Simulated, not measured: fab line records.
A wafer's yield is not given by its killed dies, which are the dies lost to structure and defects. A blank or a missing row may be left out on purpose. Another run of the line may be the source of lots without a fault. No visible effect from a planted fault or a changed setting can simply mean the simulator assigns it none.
fab line records	flow n5-finfet
record: lots: 10	wafers: 30	last-day: 18
route steps=1938 shown BEOL_M1@822 BEOL_M2@841 BEOL_M4@1111 PASSIVATION@1936
lots that met no fault: from a run of the same line without faults
start-h: the number of hours between the record's first day and the start of the first shown wafer of the lot	wait-h: time in hours since the lot's previous step	" unchanged from the row above	L1.1+2: several wafers, shown together as one row	- value missing, or start not given	* or withheld: withheld	< > ~ a bound
route shown NAME@n: NAME is a module with steps in the file, n the number in the route of the first one	usual: mean/standard deviation of fault-free wafers	same: alike in all rows	chamber/n: place in a boat	sites: the reading at each site	_std_site: their standard deviation	_edge_site: inner sites' mean taken away from outer sites' mean	radius-mm: how far each site lies from the wafer's centre	mask NAME#n: copy n	behind: tool/chamber where the wafer was last shaped	hold: what put the lot on hold/how long, in hours/how the hold closed	device: transistor that didn't switch, given as n, p or np	end of line: the route-end tests of the same wafers	a step with no rows: only its recipe	killed: the dies lost at the first sort to structure and to defects; this is not the yield of the wafer	map: dies across one wafer; x = killed, . = not, _ = none there
set.NAME: the setting as run; set.NAME@STEP: as run at that earlier step	model.NAME: the simulator's own value behind a step, which no gauge read
one table for each step of the route and one row for each wafer, over a sample of lots
services: when a tool's chamber went out of use (start-h, in hours from the record's first day, below 0 if earlier), for how many hours, and the reason
== steps ==
step: N5_BEOL_M1_SPUTTER_88
recipe: material: Cu	target-thk-a: 45	temp-c: -20	chamber-pressure-pa: 0.07	power-w: withheld	time-s: 8.29
usual: throttle-valve-pct: 29.8/1.2
lot.wafer	tool	chamber	start-h	wait-h	throttle-valve-pct
L790.2	pvd-sputter-02	-	164.25	0.1	29.5
L790.3	"	-	"	"	31.0
L790.6	"	-	"	"	31.6
L795.1	pvd-sputter-01	-	194.65	0.1	29.8
L795.2	"	-	"	"	30.6
L795.4	"	-	"	"	27.9
L799.2	pvd-sputter-03	-	217.31	0.1	30.9
L799.5	"	-	"	"	29.3
L799.6	"	-	"	"	30.8
L800.4	pvd-sputter-03	-	222.89	0.1	28.0
L800.5	"	-	"	"	30.9
L800.6	"	-	"	"	28.1
L802.1	pvd-sputter-03	-	231.11	0.1	28.2
L802.3	"	-	"	"	29.0
L802.5	"	-	"	"	30.7
L803.1	pvd-sputter-03	-	245.84	0.1	29.0
L803.2	"	-	"	"	30.7
L803.6	"	-	"	"	30.8
L804.1	pvd-sputter-01	-	246.93	0.1	30.2
L804.4	"	-	"	"	30.0
L804.5	"	-	"	"	29.8
L805.1	pvd-sputter-03	-	252.20	0.1	28.2
L805.5	"	-	"	"	29.2
L805.6	"	-	"	"	30.9
L806.1	pvd-sputter-02	-	271.50	0.1	28.3
L806.2	"	-	"	"	31.0
L806.4	"	-	"	"	29.8
L808.1	pvd-sputter-03	-	277.33	0.1	31.0
L808.3	"	-	"	"	29.3
L808.5	"	-	"	"	29.2
step: N5_BEOL_M1_ANNEAL_95
recipe: temp-c: 400	time-s: 240	ambient: vacuum
usual: heater-power-w: 838/88
lot.wafer	tool	chamber	start-h	wait-h	heater-power-w
L790.2	pvd-sputter-02	-	164.99	0.0	782
L790.3	"	-	"	"	905
L790.6	"	-	"	"	902
L795.1	pvd-sputter-01	-	195.39	0.0	693
L795.2	"	-	"	"	930
L795.4	"	-	"	"	890
L799.2	pvd-sputter-03	-	218.05	0.0	835
L799.5	"	-	"	"	929
L799.6	"	-	"	"	838
L800.4	pvd-sputter-03	-	223.63	0.0	872
L800.5	"	-	"	"	894
L800.6	"	-	"	"	866
L802.1	pvd-sputter-03	-	231.85	0.0	866
L802.3	"	-	"	"	927
L802.5	"	-	"	"	879
L803.1	pvd-sputter-03	-	246.58	0.0	935
L803.2	"	-	"	"	897
L803.6	"	-	"	"	883
L804.1	pvd-sputter-01	-	247.67	0.0	935
L804.4	"	-	"	"	693
L804.5	"	-	"	"	701
L805.1	pvd-sputter-03	-	252.94	0.0	857
L805.5	"	-	"	"	910
L805.6	"	-	"	"	884
L806.1	pvd-sputter-02	-	272.24	0.0	661
L806.2	"	-	"	"	771
L806.4	"	-	"	"	775
L808.1	pvd-sputter-03	-	278.07	0.0	845
L808.3	"	-	"	"	942
L808.5	"	-	"	"	887
step: N5_BEOL_M1_SPUTTER_96
recipe: material: Cu	target-thk-a: 45	temp-c: -20	chamber-pressure-pa: 0.07	power-w: withheld	time-s: 8.29
usual: throttle-valve-pct: 29.8/1.2
lot.wafer	tool	chamber	start-h	wait-h	throttle-valve-pct
L790.2	pvd-sputter-02	-	165.13	0.1	29.9
L790.3	"	-	"	"	31.4
L790.6	"	-	"	"	31.3
L795.1	pvd-sputter-01	-	195.53	0.1	30.1
L795.2	"	-	"	"	30.5
L795.4	"	-	"	"	27.9
L799.2	pvd-sputter-03	-	218.19	0.1	30.9
L799.5	"	-	"	"	29.0
L799.6	"	-	"	"	31.0
L800.4	pvd-sputter-03	-	223.77	0.1	28.2
L800.5	"	-	"	"	30.9
L800.6	"	-	"	"	28.4
L802.1	pvd-sputter-03	-	231.99	0.1	28.2
L802.3	"	-	"	"	29.0
L802.5	"	-	"	"	30.6
L803.1	pvd-sputter-03	-	246.72	0.1	29.0
L803.2	"	-	"	"	30.7
L803.6	"	-	"	"	30.7
L804.1	pvd-sputter-01	-	247.81	0.1	30.3
L804.4	"	-	"	"	29.7
L804.5	"	-	"	"	29.7
L805.1	pvd-sputter-03	-	253.08	0.1	28.3
L805.5	"	-	"	"	29.1
L805.6	"	-	"	"	30.9
L806.1	pvd-sputter-02	-	272.38	0.1	28.3
L806.2	"	-	"	"	31.1
L806.4	"	-	"	"	29.7
L808.1	pvd-sputter-03	-	278.21	0.1	30.9
L808.3	"	-	"	"	29.0
L808.5	"	-	"	"	29.1
step: N5_BEOL_M2_ILD_DEP_00
recipe: material: SiOC	target-thk-a: 790	temp-c: 350	precursor: DEMS/O2	pressure-torr: 5	rf-w: 500	time-s: 15.3
usual: chamber-pressure-Torr: 5.000/0.01	heater-power-outer-w: 248/41	heater-power-w: 463/55	showerhead-plenum-p-Torr: 5.690/0.015	throttle-valve-pct: 11.7/0.61
lot.wafer	tool	chamber	start-h	wait-h	chamber-pressure-Torr	heater-power-outer-w	heater-power-w	showerhead-plenum-p-Torr	throttle-valve-pct
L790.2	pecvd-02	0	166.24	0.0	4.994	296	506	5.693	12.0
L790.3	"	1	"	"	5.003	277	480	5.693	12.2
L790.6	"	2	"	"	4.996	187	383	5.664	11.8
L795.1	pecvd-01	1	197.21	0.0	5.006	240	495	5.680	11.8
L795.2	"	2	"	"	4.997	300	557	5.684	11.1
L795.4	"	1	"	"	4.990	247	496	5.676	11.4
L799.2	pecvd-01	0	222.38	0.0	-	-	-	-	-
L799.5	"	1	"	"	-	-	-	-	-
L799.6	"	0	"	"	-	-	-	-	-
L800.4	pecvd-01	2	226.11	0.1	-	-	-	-	-
L800.5	"	0	"	"	-	-	-	-	-
L800.6	"	2	"	"	-	-	-	-	-
L802.1	pecvd-02	2	236.39	0.0	5.010	155	323	5.681	11.8
L802.3	"	0	"	"	4.992	304	518	5.686	12.2
L802.5	"	0	"	"	5.007	302	505	5.706	12.3
L803.1	pecvd-02	1	247.83	0.0	4.998	245	450	5.700	12.3
L803.2	"	0	"	"	4.991	304	513	5.705	12.0
L803.6	"	1	"	"	4.995	256	442	5.695	12.6
L804.1	pecvd-04	1	248.95	0.0	5.014	220	446	5.712	12.6
L804.4	"	2	"	"	5.008	204	403	5.692	10.9
L804.5	"	1	"	"	5.010	226	438	5.699	12.6
L805.1	pecvd-02	0	254.20	0.0	4.992	249	430	5.692	12.3
L805.5	"	1	"	"	5.002	263	471	5.682	12.2
L805.6	"	0	"	"	5.005	252	441	5.713	12.1
L806.1	pecvd-04	0	273.49	0.0	4.980	302	535	5.708	11.3
L806.2	"	2	"	"	4.979	246	447	5.699	11.0
L806.4	"	0	"	"	5.004	311	536	5.696	11.3
L808.1	pecvd-01	1	279.33	0.0	5.007	235	490	5.686	11.6
L808.3	"	2	"	"	5.023	254	500	5.677	10.9
L808.5	"	0	"	"	4.999	266	496	5.676	10.9
step: N5_BEOL_M2_OCD_MEAS_38
usual: trench-depth-nm: 55.6/1
lot.wafer	tool	chamber	start-h	wait-h	trench-depth-nm
L790.2	ocd-02	-	172.90	-	56.1
L790.3	"	-	"	"	53.4
L790.6	"	-	"	"	56.6
L795.1	ocd-02	-	204.77	-	56.6
L795.2	"	-	"	"	54.0
L795.4	"	-	"	"	54.3
L799.2	ocd-02	-	231.17	-	-
L799.5	"	-	"	"	-
L799.6	"	-	"	"	-
L800.4	ocd-02	-	231.36	-	-
L800.5	"	-	"	"	-
L800.6	"	-	"	"	-
L802.1	ocd-01	-	239.84	-	54.8
L802.3	"	-	"	"	55.4
L802.5	"	-	"	"	55.3
L803.1	ocd-02	-	258.95	-	55.9
L803.2	"	-	"	"	56.7
L803.6	"	-	"	"	56.5
L804.1	ocd-01	-	262.41	-	56.5
L804.4	"	-	"	"	55.6
L804.5	"	-	"	"	54.1
L805.1	ocd-02	-	265.83	-	55.2
L805.5	"	-	"	"	56.3
L805.6	"	-	"	"	56.4
L806.1	ocd-02	-	278.70	-	56.6
L806.2	"	-	"	"	56.6
L806.4	"	-	"	"	56.2
L808.1	ocd-02	-	287.36	-	55.5
L808.3	"	-	"	"	55.3
L808.5	"	-	"	"	53.8
step: N5_BEOL_M4_RC_MEAS_101
usual: DIBL_N: 35.9/1.8	DIBL_P: 36.2/2	IOFF_N: 0.16/0.031	IOFF_P: 0.22/0.041	ION_N: 676/11	ION_P: 465/8.5	SS_N: 71.4/0.64	SS_P: 73.2/0.7	VT_N: 250/3.5	VT_P: -250/3.9
lot.wafer	tool	chamber	start-h	wait-h	DIBL_N[mV/V]	DIBL_P[mV/V]	IOFF_N[nA/um]	IOFF_P[nA/um]	ION_N[uA/um]	ION_P[uA/um]	SS_N[mV/dec]	SS_P[mV/dec]	VT_N[mV]	VT_P[mV]
L790.2	prober-02	0	214.88	0.2	35.2	35.6	0.13	0.18	658	448	72.0	73.5	252	-258
L790.3	"	0	"	"	36.6	37.7	0.16	0.22	671	462	72.2	73.9	248	-254
L790.6	"	0	"	"	34.1	34.7	0.12	0.16	672	462	71.5	73.3	252	-255
L795.1	prober-01	0	238.30	0.0	36.8	36.0	0.13	0.19	653	450	72.2	72.7	256	-252
L795.2	"	0	"	"	37.4	37.1	0.16	0.21	679	465	71.1	73.3	248	-253
L795.4	"	0	"	"	38.1	37.7	0.18	0.24	680	473	72.2	73.7	249	-250
L802.1	prober-01	0	269.86	0.0	37.3	38.5	0.21	0.24	689	464	72.4	74.3	245	-249
L802.3	"	0	"	"	36.9	37.9	0.20	0.23	689	468	71.9	74.2	244	-251
L802.5	"	0	"	"	38.6	39.0	0.22	0.24	691	463	71.9	74.4	246	-250
L803.1	prober-02	0	284.66	0.0	36.1	35.7	0.13	0.20	661	461	70.1	73.6	252	-250
L803.2	"	0	"	"	42.1	43.3	0.29	0.37	712	481	71.9	74.9	239	-239
L803.6	"	0	"	"	37.3	37.6	0.16	0.25	677	469	70.5	74.3	250	-246
L804.1	prober-01	0	290.67	0.0	38.3	40.2	0.22	0.28	679	470	72.5	74.3	247	-245
L804.4	"	0	"	"	38.3	39.0	0.20	0.26	685	476	72.2	73.0	246	-246
L804.5	"	0	"	"	37.5	37.9	0.18	0.24	678	464	72.2	73.7	248	-247
L805.1	prober-01	0	292.51	0.0	36.6	37.1	0.16	0.25	684	476	71.8	72.6	248	-247
L805.5	"	0	"	"	37.2	37.5	0.16	0.26	673	470	71.3	73.7	251	-247
L805.6	"	0	"	"	38.2	39.3	0.21	0.30	702	484	71.5	73.6	244	-246
L806.1	prober-01	0	303.26	0.0	36.2	34.7	0.17	0.22	680	459	71.8	73.0	247	-251
L806.2	"	0	"	"	34.7	33.7	0.14	0.20	669	466	71.2	72.9	249	-251
L806.4	"	0	"	"	34.8	33.1	0.15	0.19	662	458	71.2	71.8	250	-250
L808.1	prober-02	0	321.11	0.0	35.7	35.5	0.13	0.15	676	456	70.6	73.4	250	-258
L808.3	"	0	"	"	35.4	35.8	0.13	0.15	678	464	70.6	72.5	254	-259
L808.5	"	0	"	"	35.6	36.1	0.14	0.15	675	452	71.2	73.0	249	-256
step: N5_PASSIVATION_PROBE_49
usual: defect-limited-yield: 91.3/1.3	killed_at_M0_to_M3: 35/9.3	killed_at_M4_up: 14/5.2	killed-at-contacts: 12/5.9	killed-at-front-end: 38/11	killed-at-other: 4/3.7	killed-dies: 103/15	killed-on-rim: 14/4	killed-open: 67/12	killed-short: 34/8	sort_bin_5_function: 5.1/0.88	sort_bin_6_memory: 3.3/0.65	sort-n-pass: 1077/15	sort-yield-pct: 91.3/1.3
same: gross-dies: 1180	killed-at-back-side: 0	sort_bin_4_leakage[%]: 0	sort_bin_8_speed[%]: 0
lot.wafer	tool	chamber	start-h	wait-h	defect-limited-yield[%]	killed_at_M0_to_M3	killed_at_M4_up	killed-at-contacts	killed-at-front-end	killed-at-other	killed-dies	killed-on-rim	killed-open	killed-short	sort_bin_5_function[%]	sort_bin_6_memory[%]	sort-n-pass	sort-yield-pct[%]
L795.1	prober-02	-	348.10	0.0	90.3	36	12	14	42	11	115	20	80	32	5.0	4.2	1065	90.3
L795.2	prober-02	-	348.15	0.1	90.3	39	10	10	51	4	114	15	65	49	5.5	3.9	1066	90.3
L795.4	prober-02	-	348.25	0.2	88.8	24	18	27	42	21	132	22	81	49	6.4	4.2	1048	88.8
L799.2	prober-02	-	380.65	0.1	0	1166	1	3	9	1	1180	152	11	8	74.7	3.1	0	0
L799.5	prober-02	-	380.80	0.2	0	1158	5	4	13	0	1180	152	19	10	71.3	2.5	0	0
L799.6	prober-02	-	380.85	0.3	0	1162	3	3	10	2	1180	152	11	12	73.6	2.5	0	0
L800.4	prober-02	-	381.05	0.5	0	1169	2	4	4	1	1180	152	9	4	75.0	2.0	0	0
L800.5	prober-02	-	381.10	0.5	0	1172	1	2	5	0	1180	152	7	6	76.3	2.6	0	0
L800.6	prober-02	-	381.15	0.6	0	1168	3	2	6	1	1180	152	9	13	74.9	2.1	0	0
L802.1	prober-01	-	384.54	0.0	91.9	49	6	8	30	2	95	12	46	47	4.3	3.6	1085	91.9
L802.3	prober-01	-	384.64	0.1	91.4	19	19	15	42	7	102	11	57	41	4.8	3.3	1078	91.4
L802.5	prober-01	-	384.74	0.2	91.6	24	7	19	44	5	99	14	58	41	5.5	2.2	1081	91.6
killed by level:class
L795.1 FIN_SAQP:geometric-particle:open=13 MOL_CONTACT_COAG:geometric-particle:open=13 BEOL_M1:geometric-particle:open=10 BEOL_M0_SAQP:geometric-particle:open=8 BEOL_M0_SAQP:geometric-particle:short=7 GATE_CUT:geometric-particle:open=6 BEOL_M4:geometric-particle:open=6 BEOL_M3:geometric-particle:open=5
L795.2 FIN_SAQP:geometric-particle:short=20 BEOL_M0_SAQP:geometric-particle:short=14 BEOL_M2:geometric-particle:open=9 FIN_SAQP:geometric-particle:open=8 BEOL_M0_SAQP:geometric-particle:open=8 MOL_CONTACT_COAG:geometric-particle:open=7 STI_FIN_REVEAL:geometric-particle:open=6 GATE_CUT:geometric-particle:open=5
L795.4 MOL_CONTACT_COAG:geometric-particle:open=19 FIN_SAQP:geometric-particle:open=9 MIM_TOP_ETCH:geometric-particle:short=9 GATE_CUT:geometric-particle:short=8 MOL_CONTACT_COAG:geometric-particle:short=8 GATE_CUT:geometric-particle:open=7 FIN_SAQP:geometric-particle:short=6 BEOL_M0:geometric-particle:open=6
L799.2 BEOL_M2:lost-pattern=1152 BEOL_M2:area-dep=9 FIN_SAQP:geometric-particle:open=4 FIN_SAQP:geometric-particle:short=3 MOL_CONTACT_COAG:geometric-particle:short=2 BEOL_M2:geometric-particle:open=2 STI_FIN_REVEAL:geometric-particle:short=1 MOL_CONTACT_COAG:geometric-particle:open=1
L799.5 BEOL_M2:lost-pattern=1145 FIN_SAQP:geometric-particle:open=8 BEOL_M2:area-dep=6 MOL_CONTACT_COAG:geometric-particle:open=4 FIN_SAQP:geometric-particle:short=3 BEOL_M4:geometric-particle:short=2 BEOL_M0_SAQP:geometric-particle:open=2 BEOL_M2:geometric-particle:open=2
L799.6 BEOL_M2:lost-pattern=1152 BEOL_M2:area-dep=5 STI_FIN_REVEAL:geometric-particle:open=3 FIN_SAQP:geometric-particle:short=2 ILD0:geometric-particle:short=2 MOL_CONTACT_COAG:geometric-particle:short=2 BEOL_M0_SAQP:geometric-particle:short=2 BEOL_M1:geometric-particle:open=2
L800.4 BEOL_M2:lost-pattern=1160 BEOL_M2:area-dep=7 MOL_CONTACT_COAG:geometric-particle:open=3 BEOL_M6:geometric-particle:open=2 FIN_SAQP:geometric-particle:open=1 FIN_SAQP:geometric-particle:short=1 MOL_CONTACT_COAG:geometric-particle:short=1 BEOL_M0_SAQP:geometric-particle:open=1
L800.5 BEOL_M2:lost-pattern=1159 BEOL_M2:area-dep=8 BEOL_M0_SAQP:geometric-particle:short=3 FIN_SAQP:geometric-particle:short=2 FIN_SAQP:geometric-particle:open=1 STI_FIN_REVEAL:geometric-particle:open=1 DUMMY_GATE:geometric-particle:open=1 MOL_CONTACT_COAG:geometric-particle:open=1
L800.6 BEOL_M2:lost-pattern=1150 BEOL_M2:area-dep=8 FIN_SAQP:geometric-particle:short=2 FIN_SAQP:geometric-particle:open=2 MOL_CONTACT_COAG:geometric-particle:short=2 BEOL_M0_SAQP:geometric-particle:short=2 BEOL_M0_SAQP:geometric-particle:open=2 BEOL_M3:geometric-particle:short=2
L802.1 FIN_SAQP:geometric-particle:short=16 BEOL_M0_SAQP:geometric-particle:open=13 BEOL_M0_SAQP:geometric-particle:short=11 BEOL_M1:geometric-particle:short=7 MOL_CONTACT_COAG:geometric-particle:open=6 BEOL_M1:geometric-particle:open=6 BEOL_M2:geometric-particle:open=5 FIN_SAQP:geometric-particle:open=4
L802.3 MOL_CONTACT_COAG:geometric-particle:open=14 FIN_SAQP:geometric-particle:short=10 BEOL_M0_SAQP:geometric-particle:open=7 BEOL_M4:geometric-particle:open=6 GATE_CUT:geometric-particle:short=6 BEOL_M0_SAQP:geometric-particle:short=4 BEOL_M4:geometric-particle:short=4 STARTING-WAFER:geometric-particle:short=4
L802.5 MOL_CONTACT_COAG:geometric-particle:open=17 FIN_SAQP:geometric-particle:open=15 FIN_SAQP:geometric-particle:short=9 BEOL_M1:geometric-particle:open=7 BEOL_M0_SAQP:geometric-particle:short=6 GATE_CUT:geometric-particle:open=6 BEOL_M0_SAQP:geometric-particle:open=6 GATE_CUT:geometric-particle:short=5
== services ==
tool	chamber	start-h	hours	kind
pecvd-04	0	150.36	2.1	scheduled-down
pecvd-02	1	154.51	5.5	scheduled-down
pecvd-01	0	161.23	2.1	scheduled-down
pecvd-01	1	163.36	2.1	scheduled-down
pecvd-01	2	176.43	2.1	scheduled-down
pecvd-04	1	177.27	5.5	scheduled-down
pecvd-04	-	180.72	0.2	repair
pecvd-04	2	194.24	5.5	scheduled-down
pecvd-04	2	205.86	5.5	scheduled-down
pecvd-01	2	208.98	16.5	scheduled-down
pecvd-04	0	229.33	-	calibration
pecvd-02	2	252.11	3.4	repair
pvd-sputter-03	-	254.06	7.5	repair
pecvd-02	-	257.22	1.5	repair
== key ==
first-sign: step: N5_BEOL_M2_ILD_DEP_00	reading: tool-record	direction: missing
effect: step: N5_BEOL_M2_OCD_MEAS_38	reading: trench-depth-nm	direction: missing
effect: step: N5_PASSIVATION_PROBE_49	reading: killed_at_M0_to_M3	direction: up	sigmas: 99+	usual: 35	struck: 1166
met-at N5_BEOL_M2_ILD_DEP_00
struck-lots L799,L800
later-rows-left-out L799.2,L799.5,L799.6,L800.4,L800.5,L800.6
not-acting-at N5_BEOL_M1_SPUTTER_88,N5_BEOL_M1_ANNEAL_95,N5_BEOL_M1_SPUTTER_96
onset-between 197.21 222.38
fault: kind: skipped-step-whole	tool: pecvd-01	chamber: -	onset-h: 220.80	steps: N5_BEOL_M2_ILD_DEP_00	scope: struck-lots-only
later-rows-left-out: the simulator's readings of these wafers behind a module that went badly wrong aren't trusted and aren't shown, but for the sort
